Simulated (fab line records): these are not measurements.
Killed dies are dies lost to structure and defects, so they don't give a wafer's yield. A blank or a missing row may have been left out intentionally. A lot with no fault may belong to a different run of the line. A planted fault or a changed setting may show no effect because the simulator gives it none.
The tool behind it: which one? || flow n5-finfet || Sampling: 10 lots, 30 wafers, 5 of 1938 route steps

WHAT THE GAUGES READ, wafer by wafer
N5_BEOL_M4_RC_MEAS_101. Usual: DIBL_N 36.2 mV/V, standard deviation 1.6; DIBL_P 36.1 mV/V, standard deviation 2; IOFF_N 0.16 nA/um, standard deviation 0.032; IOFF_P 0.22 nA/um, standard deviation 0.036; ION_N 672 uA/um, standard deviation 11; ION_P 463 uA/um, standard deviation 7.5; RC_DENSE_N 18.9 ohm.um, standard deviation 0.46; RC_DENSE_P 23.6 ohm.um, standard deviation 0.64; RC_N 15.4 ohm.um, standard deviation 0.37; RC_P 19.3 ohm.um, standard deviation 0.52; REXT_N 74.9 ohm.um, standard deviation 1.6; REXT_P 100.6 ohm.um, standard deviation 2.4; SS_N 71.4 mV/dec, standard deviation 0.58; SS_P 73.2 mV/dec, standard deviation 0.67; VT_N 250 mV, standard deviation 3.3; VT_P -250 mV, standard deviation 3.3.
{"lot": "L743", "measured": "day 8 04:59", "on": "prober-02", "DIBL_N (mV/V)": "36.6 37.2 34.5", "DIBL_P (mV/V)": "37.3 38.7 35.6", "IOFF_N (nA/um)": "0.13 0.17 0.12", "IOFF_P (nA/um)": "0.17 0.19 0.15", "ION_N (uA/um)": "652 679 660", "ION_P (uA/um)": "446 456 444", "RC_DENSE_N (ohm.um)": "18.9 19.9 19.0", "RC_DENSE_P (ohm.um)": "24.3 25.2 24.6", "RC_N (ohm.um)": "15.5 16.1 15.6", "RC_P (ohm.um)": "19.6 20.8 20.0", "REXT_N (ohm.um)": "74.0 74.6 73.2", "REXT_P (ohm.um)": "105.1 106.6 105.6", "SS_N (mV/dec)": "71.1 72.3 70.7", "SS_P (mV/dec)": "72.5 74.0 72.3", "VT_N (mV)": "254 247 255", "VT_P (mV)": "-257 -251 -256", "flag": ""}
{"lot": "L744", "measured": "day 8 07:29", "on": "prober-01", "DIBL_N (mV/V)": "35.8 33.8 35.6", "DIBL_P (mV/V)": "35.9 32.6 34.7", "IOFF_N (nA/um)": "0.15 0.11 0.15", "IOFF_P (nA/um)": "0.24 0.19 0.22", "ION_N (uA/um)": "678 659 672", "ION_P (uA/um)": "477 464 470", "RC_DENSE_N (ohm.um)": "20.1 18.7 19.2", "RC_DENSE_P (ohm.um)": "24.9 23.7 24.1", "RC_N (ohm.um)": "16.5 15.4 15.7", "RC_P (ohm.um)": "20.4 19.3 19.6", "REXT_N (ohm.um)": "77.8 77.4 76.2", "REXT_P (ohm.um)": "103.9 102.9 102.7", "SS_N (mV/dec)": "71.1 70.3 71.3", "SS_P (mV/dec)": "73.3 72.6 72.8", "VT_N (mV)": "249 253 248", "VT_P (mV)": "-246 -251 -247", "flag": ""}
{"lot": "L746", "measured": "day 8 13:38", "on": "prober-02", "DIBL_N (mV/V)": "36.3 37.3 37.1", "DIBL_P (mV/V)": "35.6 37.0 36.1", "IOFF_N (nA/um)": "0.16 0.18 0.16", "IOFF_P (nA/um)": "0.23 0.25 0.22", "ION_N (uA/um)": "683 680 680", "ION_P (uA/um)": "474 465 472", "RC_DENSE_N (ohm.um)": "17.9 18.8 18.8", "RC_DENSE_P (ohm.um)": "22.6 23.5 23.6", "RC_N (ohm.um)": "14.7 15.2 15.3", "RC_P (ohm.um)": "18.5 19.3 19.2", "REXT_N (ohm.um)": "74.6 75.6 75.7", "REXT_P (ohm.um)": "99.7 100.3 100.9", "SS_N (mV/dec)": "71.8 71.7 71.6", "SS_P (mV/dec)": "73.3 73.5 73.8", "VT_N (mV)": "247 247 248", "VT_P (mV)": "-250 -246 -250", "flag": ""}
{"lot": "L747", "measured": "day 9 05:44", "on": "prober-01", "DIBL_N (mV/V)": "38.3 35.9 36.2", "DIBL_P (mV/V)": "35.2 32.5 33.4", "IOFF_N (nA/um)": "0.17 0.13 0.13", "IOFF_P (nA/um)": "0.21 0.18 0.19", "ION_N (uA/um)": "665 647 652", "ION_P (uA/um)": "457 449 449", "RC_DENSE_N (ohm.um)": "29.8 30.1 32.4", "RC_DENSE_P (ohm.um)": "37.6 37.4 40.3", "RC_N (ohm.um)": "24.4 24.5 26.4", "RC_P (ohm.um)": "30.7 30.8 32.9", "REXT_N (ohm.um)": "80.7 81.9 84.6", "REXT_P (ohm.um)": "111.1 111.8 114.5", "SS_N (mV/dec)": "71.6 71.3 71.5", "SS_P (mV/dec)": "73.2 71.8 72.3", "VT_N (mV)": "248 248 251", "VT_P (mV)": "-249 -251 -250", "flag": "OFF"}
{"lot": "L750", "measured": "day 9 21:27", "on": "prober-02", "DIBL_N (mV/V)": "34.3 33.2 35.8", "DIBL_P (mV/V)": "33.8 33.0 37.2", "IOFF_N (nA/um)": "0.13 0.12 0.16", "IOFF_P (nA/um)": "0.17 0.15 0.22", "ION_N (uA/um)": "641 629 653", "ION_P (uA/um)": "441 430 448", "RC_DENSE_N (ohm.um)": "32.8 32.0 30.5", "RC_DENSE_P (ohm.um)": "40.6 39.7 37.9", "RC_N (ohm.um)": "26.8 26.2 25.0", "RC_P (ohm.um)": "32.9 32.2 30.8", "REXT_N (ohm.um)": "84.5 84.6 83.0", "REXT_P (ohm.um)": "110.8 109.7 105.8", "SS_N (mV/dec)": "71.4 70.8 71.2", "SS_P (mV/dec)": "72.2 72.7 73.9", "VT_N (mV)": "255 257 249", "VT_P (mV)": "-256 -258 -252", "flag": "OFF"}
{"lot": "L752", "measured": "day 10 08:41", "on": "prober-02", "DIBL_N (mV/V)": "37.7 37.3 37.0", "DIBL_P (mV/V)": "37.1 38.2 38.0", "IOFF_N (nA/um)": "0.17 0.16 0.16", "IOFF_P (nA/um)": "0.24 0.26 0.24", "ION_N (uA/um)": "675 678 682", "ION_P (uA/um)": "471 471 466", "RC_DENSE_N (ohm.um)": "18.5 18.8 19.0", "RC_DENSE_P (ohm.um)": "22.9 23.6 23.3", "RC_N (ohm.um)": "15.3 15.5 15.5", "RC_P (ohm.um)": "18.7 19.1 19.0", "REXT_N (ohm.um)": "73.8 75.5 75.1", "REXT_P (ohm.um)": "101.6 100.8 101.3", "SS_N (mV/dec)": "71.8 71.5 71.5", "SS_P (mV/dec)": "73.0 74.0 72.8", "VT_N (mV)": "247 248 249", "VT_P (mV)": "-246 -245 -246", "flag": ""}
{"lot": "L760", "measured": "day 12 09:08", "on": "prober-02", "DIBL_N (mV/V)": "34.6 35.1 36.8", "DIBL_P (mV/V)": "34.6 35.6 38.2", "IOFF_N (nA/um)": "0.12 0.13 0.15", "IOFF_P (nA/um)": "0.18 0.19 0.23", "ION_N (uA/um)": "661 667 679", "ION_P (uA/um)": "458 461 470", "RC_DENSE_N (ohm.um)": "18.2 18.0 18.5", "RC_DENSE_P (ohm.um)": "22.6 22.5 23.0", "RC_N (ohm.um)": "14.7 14.9 15.1", "RC_P (ohm.um)": "18.4 18.4 18.9", "REXT_N (ohm.um)": "72.7 73.0 73.9", "REXT_P (ohm.um)": "95.1 95.3 95.7", "SS_N (mV/dec)": "71.6 71.1 72.1", "SS_P (mV/dec)": "72.5 72.6 73.9", "VT_N (mV)": "254 254 251", "VT_P (mV)": "-253 -250 -250", "flag": ""}
{"lot": "L761", "measured": "day 12 22:08", "on": "prober-02", "DIBL_N (mV/V)": "34.9 32.7 37.0", "DIBL_P (mV/V)": "35.6 32.1 37.2", "IOFF_N (nA/um)": "0.14 0.12 0.19", "IOFF_P (nA/um)": "0.23 0.18 0.27", "ION_N (uA/um)": "668 677 681", "ION_P (uA/um)": "463 467 472", "RC_DENSE_N (ohm.um)": "18.9 19.4 19.3", "RC_DENSE_P (ohm.um)": "24.1 24.2 23.6", "RC_N (ohm.um)": "15.5 15.8 15.5", "RC_P (ohm.um)": "19.7 20.0 19.4", "REXT_N (ohm.um)": "74.7 74.8 74.8", "REXT_P (ohm.um)": "99.6 101.3 100.0", "SS_N (mV/dec)": "71.3 70.6 71.7", "SS_P (mV/dec)": "73.1 72.5 73.3", "VT_N (mV)": "253 251 245", "VT_P (mV)": "-246 -248 -244", "flag": ""}
{"lot": "L765", "measured": "day 14 11:01", "on": "prober-02", "DIBL_N (mV/V)": "33.9 35.4 34.7", "DIBL_P (mV/V)": "34.4 37.0 36.1", "IOFF_N (nA/um)": "0.12 0.14 0.13", "IOFF_P (nA/um)": "0.17 0.20 0.19", "ION_N (uA/um)": "661 679 669", "ION_P (uA/um)": "464 466 466", "RC_DENSE_N (ohm.um)": "18.8 18.6 18.9", "RC_DENSE_P (ohm.um)": "22.8 23.1 22.9", "RC_N (ohm.um)": "15.3 15.3 15.2", "RC_P (ohm.um)": "18.7 18.6 18.8", "REXT_N (ohm.um)": "73.4 73.9 75.0", "REXT_P (ohm.um)": "101.3 100.6 102.4", "SS_N (mV/dec)": "70.6 70.3 70.5", "SS_P (mV/dec)": "71.7 72.9 72.2", "VT_N (mV)": "254 253 254", "VT_P (mV)": "-253 -249 -252", "flag": ""}
{"lot": "L766", "measured": "day 15 03:51", "on": "prober-02", "DIBL_N (mV/V)": "38.7 36.5 34.7", "DIBL_P (mV/V)": "39.5 37.2 35.7", "IOFF_N (nA/um)": "0.20 0.16 0.13", "IOFF_P (nA/um)": "0.25 0.22 0.20", "ION_N (uA/um)": "694 679 661", "ION_P (uA/um)": "469 470 465", "RC_DENSE_N (ohm.um)": "19.0 20.1 18.5", "RC_DENSE_P (ohm.um)": "23.4 25.4 23.1", "RC_N (ohm.um)": "15.3 16.6 15.1", "RC_P (ohm.um)": "19.2 20.6 18.9", "REXT_N (ohm.um)": "77.2 78.4 77.7", "REXT_P (ohm.um)": "100.8 102.3 100.6", "SS_N (mV/dec)": "72.4 72.2 71.4", "SS_P (mV/dec)": "73.6 73.4 72.2", "VT_N (mV)": "244 250 252", "VT_P (mV)": "-246 -247 -252", "flag": ""}

TOOL THAT RAN EACH LOT (tool first, then ch and the chambers of the sampled wafers, then the start)
{"lot": "L743", "N5_GATE_CUT_VAPOR_ETCH_51": "rie-metal-01 ch 0,1, day 4 12:47", "N5_GATE_CUT_STRIP_21": "plasma-asher-01 ch 1, day 4 12:50", "N5_MOL_CONTACT_COAG_CONTACT_ETCH_14": "rie-diel-06 ch 0,3, day 4 16:19", "N5_MOL_CONTACT_COAG_ALD_20": "ald-metal-03 ch 0,2, day 4 17:07"}
{"lot": "L744", "N5_GATE_CUT_VAPOR_ETCH_51": "rie-metal-03 ch 0,1, day 4 19:32", "N5_GATE_CUT_STRIP_21": "plasma-asher-02 ch 0,1, day 4 19:47", "N5_MOL_CONTACT_COAG_CONTACT_ETCH_14": "rie-diel-06 ch 0,1, day 4 23:13", "N5_MOL_CONTACT_COAG_ALD_20": "ald-metal-03 ch 0,1, day 5 00:10"}
{"lot": "L746", "N5_GATE_CUT_VAPOR_ETCH_51": "rie-metal-01 ch 0,1, day 5 06:20", "N5_GATE_CUT_STRIP_21": "plasma-asher-02 ch 0,1, day 5 06:28", "N5_MOL_CONTACT_COAG_CONTACT_ETCH_14": "rie-diel-06 ch 1,2,3, day 5 10:51", "N5_MOL_CONTACT_COAG_ALD_20": "ald-metal-01 ch 2,3, day 5 11:45"}
{"lot": "L747", "N5_GATE_CUT_VAPOR_ETCH_51": "rie-metal-01 ch 0,1, day 5 15:31", "N5_GATE_CUT_STRIP_21": "plasma-asher-01 ch 0,1, day 5 15:35", "N5_MOL_CONTACT_COAG_CONTACT_ETCH_14": "rie-diel-06 ch 1,2, day 5 21:04", "N5_MOL_CONTACT_COAG_ALD_20": "ald-metal-01 ch 1,2,3, day 5 21:59"}
{"lot": "L750", "N5_GATE_CUT_VAPOR_ETCH_51": "rie-metal-02 ch 1, day 6 09:20", "N5_GATE_CUT_STRIP_21": "plasma-asher-02 ch 0,1, day 6 09:23", "N5_MOL_CONTACT_COAG_CONTACT_ETCH_14": "rie-diel-06 ch 0,2, day 6 12:40", "N5_MOL_CONTACT_COAG_ALD_20": "ald-metal-01 ch 0,3, day 6 13:35"}
{"lot": "L752", "N5_GATE_CUT_VAPOR_ETCH_51": "rie-metal-01 ch 0,1, day 6 22:25", "N5_GATE_CUT_STRIP_21": "plasma-asher-01 ch 0,1, day 6 22:28", "N5_MOL_CONTACT_COAG_CONTACT_ETCH_14": "rie-diel-01 ch 2,3, day 7 01:57", "N5_MOL_CONTACT_COAG_ALD_20": "ald-metal-03 ch 0,1, day 7 02:49"}
{"lot": "L760", "N5_GATE_CUT_VAPOR_ETCH_51": "rie-metal-02 ch 0,1, day 8 21:16", "N5_GATE_CUT_STRIP_21": "plasma-asher-02 ch 0,1, day 8 21:19", "N5_MOL_CONTACT_COAG_CONTACT_ETCH_14": "rie-diel-01 ch 0,2,3, day 9 01:16", "N5_MOL_CONTACT_COAG_ALD_20": "ald-metal-03 ch 0,2,3, day 9 02:20"}
{"lot": "L761", "N5_GATE_CUT_VAPOR_ETCH_51": "rie-metal-03 ch 1, day 9 07:16", "N5_GATE_CUT_STRIP_21": "plasma-asher-01 ch 0,1, day 9 07:21", "N5_MOL_CONTACT_COAG_CONTACT_ETCH_14": "rie-diel-02 ch 1,2,3, day 9 10:45", "N5_MOL_CONTACT_COAG_ALD_20": "ald-metal-01 ch 0,2,3, day 9 11:33"}
{"lot": "L765", "N5_GATE_CUT_VAPOR_ETCH_51": "rie-metal-01 ch 1, day 10 04:57", "N5_GATE_CUT_STRIP_21": "plasma-asher-02 ch 0,1, day 10 05:21", "N5_MOL_CONTACT_COAG_CONTACT_ETCH_14": "rie-diel-02 ch 0,2,3, day 10 08:43", "N5_MOL_CONTACT_COAG_ALD_20": "ald-metal-03 ch 0,2,3, day 10 12:18"}
{"lot": "L766", "N5_GATE_CUT_VAPOR_ETCH_51": "rie-metal-02 ch 0,1, day 10 09:56", "N5_GATE_CUT_STRIP_21": "plasma-asher-02 ch 0,1, day 10 10:08", "N5_MOL_CONTACT_COAG_CONTACT_ETCH_14": "rie-diel-01 ch 2,3, day 10 13:43", "N5_MOL_CONTACT_COAG_ALD_20": "ald-metal-03 ch 1,2, day 10 15:52"}
- N5_GATE_CUT_VAPOR_ETCH_51: etches HfO2 in BCl3/Cl2.
- N5_GATE_CUT_STRIP_21: strips in N2/H2, time 30 s.
- N5_MOL_CONTACT_COAG_CONTACT_ETCH_14: etches SiO2 in C4F6/O2, target depth 27.5 nm, overetch 8.5 nm, time 20 s.
- N5_MOL_CONTACT_COAG_ALD_20: deposits TiN, target thk 1.5 nm, pulse time 1 s, purge time 3 s.

WHAT THE TOOLS THEMSELVES READ (means of the sampled wafers that have a number; where no wafer has one, the mark that the record gives instead)
N5_GATE_CUT_VAPOR_ETCH_51. Usual: drypump-motor-current-A 5.8 A, standard deviation 0.41; oes-product-au 0.74 a.u., standard deviation 0.11.
{"lot": "L743", "tool": "rie-metal-01", "drypump-motor-current-A (A)": 6.0, "oes-product-au (a.u.)": 0.66, "flag": ""}
{"lot": "L744", "tool": "rie-metal-03", "drypump-motor-current-A (A)": 5.9, "oes-product-au (a.u.)": 0.65, "flag": ""}
{"lot": "L746", "tool": "rie-metal-01", "drypump-motor-current-A (A)": 6.0, "oes-product-au (a.u.)": 0.66, "flag": ""}
{"lot": "L747", "tool": "rie-metal-01", "drypump-motor-current-A (A)": 6.0, "oes-product-au (a.u.)": 0.65, "flag": ""}
{"lot": "L750", "tool": "rie-metal-02", "drypump-motor-current-A (A)": 5.2, "oes-product-au (a.u.)": 0.87, "flag": ""}
{"lot": "L752", "tool": "rie-metal-01", "drypump-motor-current-A (A)": 6.0, "oes-product-au (a.u.)": 0.65, "flag": ""}
{"lot": "L760", "tool": "rie-metal-02", "drypump-motor-current-A (A)": 5.4, "oes-product-au (a.u.)": 0.79, "flag": ""}
{"lot": "L761", "tool": "rie-metal-03", "drypump-motor-current-A (A)": 5.7, "oes-product-au (a.u.)": 0.94, "flag": ""}
{"lot": "L765", "tool": "rie-metal-01", "drypump-motor-current-A (A)": 6.3, "oes-product-au (a.u.)": 0.66, "flag": ""}
{"lot": "L766", "tool": "rie-metal-02", "drypump-motor-current-A (A)": 5.6, "oes-product-au (a.u.)": 0.73, "flag": ""}

N5_GATE_CUT_STRIP_21. Usual: drypump-motor-current-A 5.9 A, standard deviation 0.56; heater-power-w 346 W, standard deviation 39.
{"lot": "L743", "tool": "plasma-asher-01", "drypump-motor-current-A (A)": 5.0, "heater-power-w (W)": 383, "flag": ""}
{"lot": "L744", "tool": "plasma-asher-02", "drypump-motor-current-A (A)": 6.3, "heater-power-w (W)": 345, "flag": ""}
{"lot": "L746", "tool": "plasma-asher-02", "drypump-motor-current-A (A)": 6.3, "heater-power-w (W)": 342, "flag": ""}
{"lot": "L747", "tool": "plasma-asher-01", "drypump-motor-current-A (A)": 5.3, "heater-power-w (W)": 360, "flag": ""}
{"lot": "L750", "tool": "plasma-asher-02", "drypump-motor-current-A (A)": 6.4, "heater-power-w (W)": 343, "flag": ""}
{"lot": "L752", "tool": "plasma-asher-01", "drypump-motor-current-A (A)": 5.3, "heater-power-w (W)": 348, "flag": ""}
{"lot": "L760", "tool": "plasma-asher-02", "drypump-motor-current-A (A)": 6.1, "heater-power-w (W)": 365, "flag": ""}
{"lot": "L761", "tool": "plasma-asher-01", "drypump-motor-current-A (A)": 5.3, "heater-power-w (W)": 352, "flag": ""}
{"lot": "L765", "tool": "plasma-asher-02", "drypump-motor-current-A (A)": 6.3, "heater-power-w (W)": 343, "flag": ""}
{"lot": "L766", "tool": "plasma-asher-02", "drypump-motor-current-A (A)": 6.1, "heater-power-w (W)": 366, "flag": ""}

N5_MOL_CONTACT_COAG_CONTACT_ETCH_14. Usual: for drypump-motor-current-A, 5.6 A with a standard deviation of 0.51; for oes_o_777_au, 0.82 a.u. with a standard deviation of 0.11; for oes-product-au, 0.70 a.u. with a standard deviation of 0.086; for rf-fwd-power-W, 364.3 W with a standard deviation of 1.9; for rf-vpp-V, 692 V with a standard deviation of 3.3; for showerhead-plenum-p-Torr, 2.85 Torr with a standard deviation of 0.094; for throttle-valve-pct, 21.21 % with a standard deviation of 0.23.
{"lot": "L743", "tool": "rie-diel-06", "drypump-motor-current-A (A)": 5.5, "oes_o_777_au (a.u.)": 0.73, "oes-product-au (a.u.)": 0.60, "rf-fwd-power-W (W)": 363.5, "rf-vpp-V (V)": 690, "showerhead-plenum-p-Torr (Torr)": 2.77, "throttle-valve-pct (%)": 21.35, "flag": ""}
{"lot": "L744", "tool": "rie-diel-06", "drypump-motor-current-A (A)": 5.4, "oes_o_777_au (a.u.)": 0.76, "oes-product-au (a.u.)": 0.64, "rf-fwd-power-W (W)": 364.7, "rf-vpp-V (V)": 689, "showerhead-plenum-p-Torr (Torr)": 2.79, "throttle-valve-pct (%)": 21.31, "flag": ""}
{"lot": "L746", "tool": "rie-diel-06", "drypump-motor-current-A (A)": 5.2, "oes_o_777_au (a.u.)": 0.81, "oes-product-au (a.u.)": 0.69, "rf-fwd-power-W (W)": 362.6, "rf-vpp-V (V)": 693, "showerhead-plenum-p-Torr (Torr)": 2.89, "throttle-valve-pct (%)": 21.17, "flag": ""}
{"lot": "L747", "tool": "rie-diel-06", "drypump-motor-current-A (A)": 5.3, "oes_o_777_au (a.u.)": 0.66, "oes-product-au (a.u.)": 0.73, "rf-fwd-power-W (W)": 275.4, "rf-vpp-V (V)": 755, "showerhead-plenum-p-Torr (Torr)": 2.91, "throttle-valve-pct (%)": 21.27, "flag": "OFF"}
{"lot": "L750", "tool": "rie-diel-06", "drypump-motor-current-A (A)": 5.5, "oes_o_777_au (a.u.)": 0.59, "oes-product-au (a.u.)": 0.64, "rf-fwd-power-W (W)": 275.6, "rf-vpp-V (V)": 745, "showerhead-plenum-p-Torr (Torr)": 2.78, "throttle-valve-pct (%)": 21.46, "flag": "OFF"}
{"lot": "L752", "tool": "rie-diel-01", "drypump-motor-current-A (A)": 5.8, "oes_o_777_au (a.u.)": 0.88, "oes-product-au (a.u.)": 0.74, "rf-fwd-power-W (W)": 365.6, "rf-vpp-V (V)": 691, "showerhead-plenum-p-Torr (Torr)": 2.84, "throttle-valve-pct (%)": 21.29, "flag": ""}
{"lot": "L760", "tool": "rie-diel-01", "drypump-motor-current-A (A)": 5.8, "oes_o_777_au (a.u.)": 0.88, "oes-product-au (a.u.)": 0.75, "rf-fwd-power-W (W)": 365.3, "rf-vpp-V (V)": 691, "showerhead-plenum-p-Torr (Torr)": 2.86, "throttle-valve-pct (%)": 21.15, "flag": ""}
{"lot": "L761", "tool": "rie-diel-02", "drypump-motor-current-A (A)": 5.8, "oes_o_777_au (a.u.)": 0.76, "oes-product-au (a.u.)": 0.65, "rf-fwd-power-W (W)": 364.5, "rf-vpp-V (V)": 692, "showerhead-plenum-p-Torr (Torr)": 2.84, "throttle-valve-pct (%)": 21.19, "flag": ""}
{"lot": "L765", "tool": "rie-diel-02", "drypump-motor-current-A (A)": 5.8, "oes_o_777_au (a.u.)": 0.77, "oes-product-au (a.u.)": 0.66, "rf-fwd-power-W (W)": 366.0, "rf-vpp-V (V)": 691, "showerhead-plenum-p-Torr (Torr)": 2.83, "throttle-valve-pct (%)": 21.15, "flag": ""}
{"lot": "L766", "tool": "rie-diel-01", "drypump-motor-current-A (A)": 5.8, "oes_o_777_au (a.u.)": 0.91, "oes-product-au (a.u.)": 0.76, "rf-fwd-power-W (W)": 365.9, "rf-vpp-V (V)": 692, "showerhead-plenum-p-Torr (Torr)": 2.83, "throttle-valve-pct (%)": 21.18, "flag": ""}

N5_MOL_CONTACT_COAG_ALD_20. Usual: heater-power-w 899 W, standard deviation 99; precursor-pulse-height-rel 1.000, standard deviation 0.02.
{"lot": "L743", "tool": "ald-metal-03", "heater-power-w (W)": 816, "precursor-pulse-height-rel": 1.010, "flag": ""}
{"lot": "L744", "tool": "ald-metal-03", "heater-power-w (W)": 889, "precursor-pulse-height-rel": 1.005, "flag": ""}
{"lot": "L746", "tool": "ald-metal-01", "heater-power-w (W)": 840, "precursor-pulse-height-rel": 1.009, "flag": ""}
{"lot": "L747", "tool": "ald-metal-01", "heater-power-w (W)": 838, "precursor-pulse-height-rel": 1.012, "flag": ""}
{"lot": "L750", "tool": "ald-metal-01", "heater-power-w (W)": 953, "precursor-pulse-height-rel": 0.994, "flag": ""}
{"lot": "L752", "tool": "ald-metal-03", "heater-power-w (W)": 842, "precursor-pulse-height-rel": 0.987, "flag": ""}
{"lot": "L760", "tool": "ald-metal-03", "heater-power-w (W)": 888, "precursor-pulse-height-rel": 1.012, "flag": ""}
{"lot": "L761", "tool": "ald-metal-01", "heater-power-w (W)": 875, "precursor-pulse-height-rel": 0.988, "flag": ""}
{"lot": "L765", "tool": "ald-metal-03", "heater-power-w (W)": 877, "precursor-pulse-height-rel": 1.014, "flag": ""}
{"lot": "L766", "tool": "ald-metal-03", "heater-power-w (W)": 909, "precursor-pulse-height-rel": 1.002, "flag": ""}

THE ANSWER, worked out from the rows above alone
Rule: take the mean of a lot's wafers that have a number; if it is more than 3 standard deviations from the usual mean, the lot is off. A lot without any number at a reading at which 4 lots or more have one is off too. Where the step has rows for the other lots, those lots are counted as sound. After the gauges, taken in route order, come the tools' own readings; for these a lot's mean is taken, as printed above. The first step at which some lot is off is used, and at that step the reading that is off furthest; a lot without a number counts as furthest.
Off: at N5_BEOL_M4_RC_MEAS_101 (RC_N), L747, L750.
A tool fits if, at a process step before that reading, it ran every lot that is off, and no sound lot after the first of them. The gauges at N5_BEOL_M4_RC_MEAS_101 aren't tried: what is off there is off at N5_MOL_CONTACT_COAG_CONTACT_ETCH_14 too, on other tools, and a gauge's error can't cause that. One candidate fits, namely rie-diel-06 at N5_MOL_CONTACT_COAG_CONTACT_ETCH_14. A fault onset in the window from L746 (day 5 10:51, its last sound lot) to L747 (day 5 21:04, its first lot off) fits.
The tool's own readings at N5_MOL_CONTACT_COAG_CONTACT_ETCH_14 bear it out: on the lots that are off they differ by more than 5 times the standard deviation of the sound lots' means. rf-fwd-power-W reads 275.5 W there against 364.8 W on the sound lots; rf-vpp-V reads 750 V there against 691 V on the sound lots.

WHAT THE SIMULATOR HAD INSERTED
Drift in process parameters on rie-diel-06 at N5_MOL_CONTACT_COAG_CONTACT_ETCH_14, starting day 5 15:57. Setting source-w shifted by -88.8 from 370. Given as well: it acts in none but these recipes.
Lots struck among those shown: L747, L750. This agrees with what the rule above found.
